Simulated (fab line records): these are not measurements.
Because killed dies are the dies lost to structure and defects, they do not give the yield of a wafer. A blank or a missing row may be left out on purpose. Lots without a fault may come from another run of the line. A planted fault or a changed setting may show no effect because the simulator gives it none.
Split-lot trial    flow n5_finfet    7 lots, 39 wafers read, on a route of 1938 steps

THE SPLIT ITSELF
At N5_FIN_SAQP_SPACER1_ALD_24 (deposits SiO2, target thk 20.3 nm, pulse time 1 s, purge time 2 s), the setting ald_cycles was moved away from the recipe's 218 on 15 of the 39 wafers read, by -9.2% to +16.5%. The other wafers ran this setting at the recipe's value.

FROM THE SPLIT TO THE READING: what the file shows between them, 2 steps
- N5_FIN_SAQP_SPACER1_ETCHBACK_25: etches SiO2 in CHF3/O2, target depth 24.4 nm, time 12.2 s
- N5_FIN_SAQP_MANDREL1_REMOVE_56: chemistry HBr/Cl2/O2, target a-Si, stops on SiNx, bt time 10 s

THE READING
At N5_FIN_SAQP_CD_MEAS_27: cd_nm in nanometres, against a target cd of 20 nm. A value of 20.29 nm with a standard deviation of 0.23 nm is what fault-free wafers of this fab line usually give.

wafer   tool, chamber at the split  ald_cycles as run  against the recipe  cd_nm, nm  against lot-mates on the recipe
L076.1  ald_sin-01, 2,1,0           218                recipe              20.25      -
L076.2  ald_sin-01, 2,1,0           218                recipe              20.27      -
L076.3  ald_sin-01, 0,3,3           218                recipe              20.29      -
L076.4  ald_sin-01, 0,3,3           218                recipe              20.45      -
L076.5  ald_sin-01, 0,3,3           218                recipe              20.38      -
L076.6  ald_sin-01, 2,1,0           218                recipe              20.17      -
L080.1  ald_sin-01, 0               254                +16.5%              23.87      +3.50
L080.2  ald_sin-01, 2               218                recipe              20.08      -
L080.3  ald_sin-01, 3,1             218                recipe              20.40      -
L080.4  ald_sin-01, 3,1             218                recipe              20.64      -
L080.5  ald_sin-01, 3               254                +16.5%              23.64      +3.27
L080.6  ald_sin-01, 0               254                +16.5%              23.81      +3.44
L081.1  ald_sin-01, 0               244                +11.9%              22.38      +2.17
L081.2  ald_sin-01, 3,2             244                +11.9%              22.75      +2.54
L081.3  ald_sin-01, 1               218                recipe              20.30      -
L081.4  ald_sin-01, 3,2             244                +11.9%              23.20      +2.99
L081.5  ald_sin-01, 3,2             218                recipe              20.14      -
L081.6  ald_sin-01, 3,2             218                recipe              20.19      -
L088.3  ald_sin-02, 1               218                recipe              19.92      -
L088.5  ald_sin-02, 2,1             218                recipe              20.04      -
L088.6  ald_sin-02, 2,1             218                recipe              20.48      -
L091.1  ald_sin-02, 0,3,2           218                recipe              20.07      -
L091.2  ald_sin-02, 1,2             253                +16.1%              23.45      +3.08
L091.3  ald_sin-02, 0,3,2           218                recipe              20.43      -
L091.4  ald_sin-02, 1,2             253                +16.1%              23.69      +3.32
L091.5  ald_sin-02, 1               253                +16.1%              23.74      +3.37
L091.6  ald_sin-02, 0,3,2           218                recipe              20.61      -
L092.1  ald_sin-01, 2,1             248                +13.8%              23.31      +2.84
L092.2  ald_sin-01, 0,3,2           218                recipe              20.38      -
L092.3  ald_sin-01, 2,1             248                +13.8%              23.12      +2.65
L092.4  ald_sin-01, 3               248                +13.8%              23.19      +2.72
L092.5  ald_sin-01, 0,3,2           218                recipe              20.47      -
L092.6  ald_sin-01, 0,3,2           218                recipe              20.56      -
L093.1  ald_sin-02, 2,0,2           218                recipe              20.29      -
L093.2  ald_sin-02, 2,0,2           218                recipe              20.04      -
L093.3  ald_sin-02, 1,3,1           198                -9.2%               18.41      -1.75
L093.4  ald_sin-02, 1,3,1           198                -9.2%               18.47      -1.69
L093.5  ald_sin-02, 2,0,2           218                recipe              20.14      -
L093.6  ald_sin-02, 1,3,1           198                -9.2%               18.57      -1.59
The file does not say which wafer passed through which chamber wherever a row lists several chambers: such a row stands for several wafers.

THE FIT
A straight line over all 39 wafers: cd_nm changes by +0.208 nm for each +1% of ald_cycles; r = +0.99; the points scatter about the line by 0.19 nm.
The same after taking each lot's own level away (the mean of its wafers on the recipe; 39 wafers): +0.201 nm for each +1%; r = +0.99; scatter 0.18 nm.
The reading moves by 3.3 nm for the largest change in ald_cycles, on that fit.
The span of the lots' own levels, 20.147 to 20.470 nm, comes to 1.4 times the standard deviation stated above.
So the lot-to-lot level changes the slope little: the two slopes agree.
Check: +3.34 nm against its lot-mates is what the line predicts for one of the wafers moved furthest among these (+16.5%) when that wafer is left out of the fit. Against them it came out at +3.5 nm.

ADDITIONAL SPLITS CARRIED BY THESE WAFERS
These wafers also went through other splits before the reading. Each is held against what the fit with the lots' levels taken away leaves over:
other split on the same wafers     wafers away from the commonest value  r with cd_nm (lot level and that fit taken away)
N5_WELL_APT_EXPOSE_05 dose_mj      15                                    +0.17
N5_WELL_APT_IMPLANT_14 energy_kev  9                                     -0.02

THE WHOLE CHAIN: every reading that the file lists as answering this split, in the file's order
step                            what it does                                                       reading                                                                                  change (the file's fit)                r (the file's)
N5_FIN_SAQP_SPACER1_ALD_24      deposits SiO2, target thk 20.3 nm, pulse time 1 s, purge time 2 s  SiO2_of_FIN_SAQP_SPACER1_ALD_24.thk_nm (the simulator's own value, which no gauge read)  +0.201 nm for each +1% of the setting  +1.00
N5_FIN_SAQP_MANDREL1_REMOVE_56  chemistry HBr/Cl2/O2, target a-Si, stops on SiNx, bt time 10 s     FIN_SAQP.cd_nm (the simulator's own value, which no gauge read)                          +0.199 nm for each +1% of the setting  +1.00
N5_FIN_SAQP_CD_MEAS_27          target cd 20 nm                                                    cd_nm                                                                                    +0.203 nm for each +1% of the setting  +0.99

THE FILE'S OWN FIT
cd_nm changes by +0.203 nm for each +1% of ald_cycles, r = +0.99.
